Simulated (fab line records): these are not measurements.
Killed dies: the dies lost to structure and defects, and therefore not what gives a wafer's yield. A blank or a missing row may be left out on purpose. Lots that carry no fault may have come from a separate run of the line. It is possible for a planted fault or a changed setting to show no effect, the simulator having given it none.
The tool behind it: which one? | flow nandHarc | 11 lots, 33 wafers sampled, at 6 steps of a route of 1302

== WHAT EACH GAUGE READ, for each wafer ==
NHARC_A_SGD_CUT_THK_MEAS_22: measures by ellipsometry.
lot  | measured     | on           | thkNm (nm)
L328 | day 19 15:38 | filmMetro-01 | 147.7 150.0 148.9
L329 | day 20 12:16 | filmMetro-02 | 147.7 147.8 147.8
L330 | day 21 02:37 | filmMetro-01 | 147.9 149.0 148.9
L334 | day 22 14:01 | filmMetro-01 | 146.5 149.4 147.6
L335 | day 23 05:23 | filmMetro-01 | 148.7 147.5 148.2
L336 | day 23 18:35 | filmMetro-02 | 148.2 147.4 150.0
L337 | day 23 18:35 | filmMetro-01 | 148.1 147.8 145.5
L338 | day 24 11:25 | filmMetro-02 | 146.3 147.7 146.3
L343 | day 25 22:38 | filmMetro-02 | 145.6 109.6 147.8
L349 | day 28 12:29 | filmMetro-01 | 149.7 149.8 147.7
L350 | day 29 04:32 | filmMetro-02 | 149.6 149.8 149.7

NHARC_END_SORT_01.
lot  | measured     | on        | killedAtArray | killedAtOther | killedAtPeriphery | killedDies | killedOpen | killedShort
L337 | day 29 17:01 | prober-01 | 50 30 44      | 0 0 0         | 1 5 3             | 51 35 47   | 2 2 8      | 3 2 0
L338 | day 29 16:59 | prober-02 | 70 67 77      | 3 1 1         | 5 5 4             | 78 73 82   | 7 4 3      | 1 1 1
L343 | day 30 20:07 | prober-02 | 86 90 70      | 0 0 0         | 4 2 4             | 90 92 74   | 6 3 5      | 3 6 3

== TOOL THAT RAN EACH LOT (tool first, then ch and the chambers of the sampled wafers, then the start) ==
lot  | NHARC_A_SGD_CUT_ETCH_15                      | NHARC_A_SGD_CUT_STRIP_17                     | NHARC_A_SGD_CUT_DEP_20       | NHARC_A_SGD_CUT_ETCHBACK_24
L328 | rieDiel-02 ch 0,2,3, day 19 09:01 or earlier | rieDiel-02 ch 2,3, day 19 09:01 or earlier   | fcvd-01 ch 0,1, day 19 09:01 | rieDiel-13 ch 2,3, day 19 15:52
L329 | rieDiel-12 ch 0,1, day 20 07:05 or earlier   | rieDiel-12 ch 0,1, day 20 07:05 or earlier   | fcvd-02 ch 0,1, day 20 07:05 | rieDiel-02 ch 2,3, day 20 12:30
L330 | rieDiel-12 ch 0,3, day 20 21:09 or earlier   | rieDiel-12 ch 1,2,3, day 20 21:09 or earlier | fcvd-02 ch 0,1, day 20 21:09 | rieDiel-12 ch 1,2,3, day 21 02:51
L334 | rieDiel-12 ch 0,2,3, day 22 09:08 or earlier | rieDiel-12 ch 0,1,2, day 22 09:08 or earlier | fcvd-02 ch 0,1, day 22 09:08 | rieDiel-12 ch 0,1,2, day 22 14:14
L335 | rieDiel-12 ch 2, day 22 20:50 or earlier     | rieDiel-12 ch 0,2, day 22 20:50 or earlier   | fcvd-01 ch 0,1, day 22 20:50 | rieDiel-12 ch 1,2, day 23 05:37
L336 | rieDiel-02 ch 0,3, day 23 11:25 or earlier   | rieDiel-02 ch 0,1, day 23 11:25 or earlier   | fcvd-02 ch 0,1, day 23 11:25 | rieDiel-02 ch 0,2,3, day 23 18:50
L337 | rieDiel-12 ch 1,2, day 23 11:41 or earlier   | rieDiel-12 ch 0,1, day 23 11:41 or earlier   | fcvd-02 ch 0,1, day 23 11:41 | rieDiel-13 ch 0,1,2, day 23 18:51
L338 | rieDiel-12 ch 0,1, day 24 04:14 or earlier   | rieDiel-12 ch 2,3, day 24 04:14 or earlier   | fcvd-02 ch 0,1, day 24 04:14 | rieDiel-13 ch 0,1,3, day 24 11:39
L343 | rieDiel-02 ch 0,1,2, day 25 17:11 or earlier | rieDiel-02 ch 0,1,3, day 25 17:11 or earlier | fcvd-02 ch 0,1, day 25 17:11 | rieDiel-13 ch 0,2,3, day 25 22:53
L349 | rieDiel-02 ch 1,2,3, day 28 07:01 or earlier | rieDiel-02 ch 1,2,3, day 28 07:01 or earlier | fcvd-01 ch 0,1, day 28 07:01 | rieDiel-12 ch 0,2,3, day 28 12:42
L350 | rieDiel-13 ch 0,1,2, day 28 20:15 or earlier | rieDiel-13 ch 0,1,2, day 28 20:15 or earlier | fcvd-01 ch 0,1, day 28 20:15 | rieDiel-02 ch 0,1, day 29 04:46
- NHARC_A_SGD_CUT_ETCH_15: etches the open film in CH3F/O2, target depth 75 nm, time 64.3 s.
- NHARC_A_SGD_CUT_STRIP_17: strips in O2.
- NHARC_A_SGD_CUT_DEP_20: deposits SiO2, target thk 150 nm.
- NHARC_A_SGD_CUT_ETCHBACK_24: etches the open film in CH3F/O2, target depth 50 nm, time 92.857 s.

== WHAT THE TOOLS THEMSELVES READ (means of the sampled wafers that have a number; where no wafer has one, the mark that the record gives instead) ==
NHARC_A_SGD_CUT_ETCH_15.
lot  | tool       | drypumpMotorCurrentA (A) | oesProductAu (a.u.) | rfVppV (V) | showerheadPlenumPTorr (Torr) | throttleValvePct (%)
L328 | rieDiel-02 | 5.9                      | 0.973               | 263.1      | 2.42                         | 20.666
L329 | rieDiel-12 | 6.7                      | 0.963               | 264.2      | 2.45                         | 20.660
L330 | rieDiel-12 | 6.2                      | 0.956               | 263.3      | 2.41                         | 20.658
L334 | rieDiel-12 | 6.2                      | 0.956               | 263.6      | 2.42                         | 20.656
L335 | rieDiel-12 | 5.7                      | 0.958               | 264.8      | 2.45                         | 20.665
L336 | rieDiel-02 | 5.8                      | 0.950               | 263.5      | 2.43                         | 20.665
L337 | rieDiel-12 | 6.0                      | 0.974               | 264.0      | 2.50                         | 20.663
L338 | rieDiel-12 | 6.7                      | 0.954               | 264.3      | 2.45                         | 20.665
L343 | rieDiel-02 | 6.0                      | 0.976               | 262.0      | 2.36                         | 20.655
L349 | rieDiel-02 | 5.7                      | 0.942               | 262.3      | 2.39                         | 20.660
L350 | rieDiel-13 | 6.0                      | 0.952               | 263.1      | 2.41                         | 20.661

NHARC_A_SGD_CUT_STRIP_17.
lot  | tool       | drypumpMotorCurrentA (A) | oesProductAu (a.u.) | rfVppV (V) | showerheadPlenumPTorr (Torr) | throttleValvePct (%)
L328 | rieDiel-02 | 5.6                      | 0.999               | 57.5       | 3.50                         | 17.034
L329 | rieDiel-12 | 6.7                      | 0.989               | 57.6       | 3.52                         | 17.037
L330 | rieDiel-12 | 6.0                      | 1.004               | 58.2       | 3.57                         | 17.036
L334 | rieDiel-12 | 6.3                      | 1.002               | 57.5       | 3.55                         | 17.041
L335 | rieDiel-12 | 6.5                      | 1.002               | 57.4       | 3.45                         | 17.035
L336 | rieDiel-02 | 6.1                      | 1.019               | 57.8       | 3.34                         | 17.037
L337 | rieDiel-12 | 6.6                      | 1.001               | 57.8       | 3.61                         | 17.039
L338 | rieDiel-12 | 5.8                      | 1.004               | 57.6       | 3.51                         | 17.042
L343 | rieDiel-02 | 6.0                      | 1.013               | 57.0       | 3.41                         | 17.036
L349 | rieDiel-02 | 5.7                      | 1.022               | 57.8       | 3.44                         | 17.034
L350 | rieDiel-13 | 6.0                      | 0.988               | 57.7       | 3.46                         | 17.028

NHARC_A_SGD_CUT_ETCHBACK_24.
lot  | tool       | drypumpMotorCurrentA (A) | oesProductAu (a.u.) | rfVppV (V) | showerheadPlenumPTorr (Torr) | throttleValvePct (%)
L328 | rieDiel-13 | 5.8                      | 0.98                | 243.6      | 2.41                         | 20.660
L329 | rieDiel-02 | 5.5                      | 1.00                | 245.1      | 2.45                         | 20.666
L330 | rieDiel-12 | 6.0                      | 0.92                | 245.0      | 2.49                         | 20.668
L334 | rieDiel-12 | 6.3                      | 0.92                | 244.7      | 2.47                         | 20.658
L335 | rieDiel-12 | 5.9                      | 0.95                | 244.6      | 2.50                         | 20.666
L336 | rieDiel-02 | 5.9                      | 0.93                | 243.5      | 2.41                         | 20.658
L337 | rieDiel-13 | 6.0                      | 0.99                | 243.4      | 2.42                         | 20.662
L338 | rieDiel-13 | 5.8                      | 0.98                | 245.2      | 2.50                         | 20.665
L343 | rieDiel-13 | 5.9                      | 0.99                | 244.5      | 2.46                         | 20.661
L349 | rieDiel-12 | 6.1                      | 1.00                | 243.0      | 2.42                         | 20.659
L350 | rieDiel-02 | 6.3                      | 1.00                | 242.8      | 2.34                         | 20.654

== THE ANSWER, worked out from the rows above alone ==
Rule: the lots themselves supply what counts as usual. Put in order of their means at a reading, lots are off if they are a third of the lots or fewer, leave a main group of 4 or more, and stand apart from it by a gap of 3 or more times the standard deviation of the main group's means; of several such gaps the widest counts. A main group whose means are all the same, to the digits that the tables above print for the reading, isn't used. Also off: a lot with no number at a reading for which 4 or more lots have one. Any other lot the step has rows for is counted as sound. The gauges are gone through in route order, then the tools' own readings, and for those a lot's mean is taken as printed above. The first step at which some lot is off is used, and at that step the reading that is off furthest; a lot without a number counts as furthest.
Off at NHARC_A_SGD_CUT_THK_MEAS_22 (thkNm): L343. For the main group the mean is 148.2 nm and the standard deviation 0.85.
A tool fits if, at a process step before that reading, it ran every lot that is off, and no sound lot after the first of them. Those tools and the gauges at NHARC_A_SGD_CUT_THK_MEAS_22 are tried in the same way. Because NHARC_A_SGD_CUT_ETCH_15 lacks a start for some lots, the hours and order of its lots are taken from NHARC_A_SGD_CUT_DEP_20. Because NHARC_A_SGD_CUT_STRIP_17 lacks a start for some lots, the hours and order of its lots are taken from NHARC_A_SGD_CUT_DEP_20. One fits: NHARC_A_SGD_CUT_DEP_20 on fcvd-02. A fault onset in the window from L338 (day 24 04:14, its last sound lot) to L343 (day 25 17:11, its first lot off) fits.

== WHAT WAS PUT IN BY THE SIMULATOR ==
fcvd-02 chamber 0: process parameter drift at NHARC_A_SGD_CUT_DEP_20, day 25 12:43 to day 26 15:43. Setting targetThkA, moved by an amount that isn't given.
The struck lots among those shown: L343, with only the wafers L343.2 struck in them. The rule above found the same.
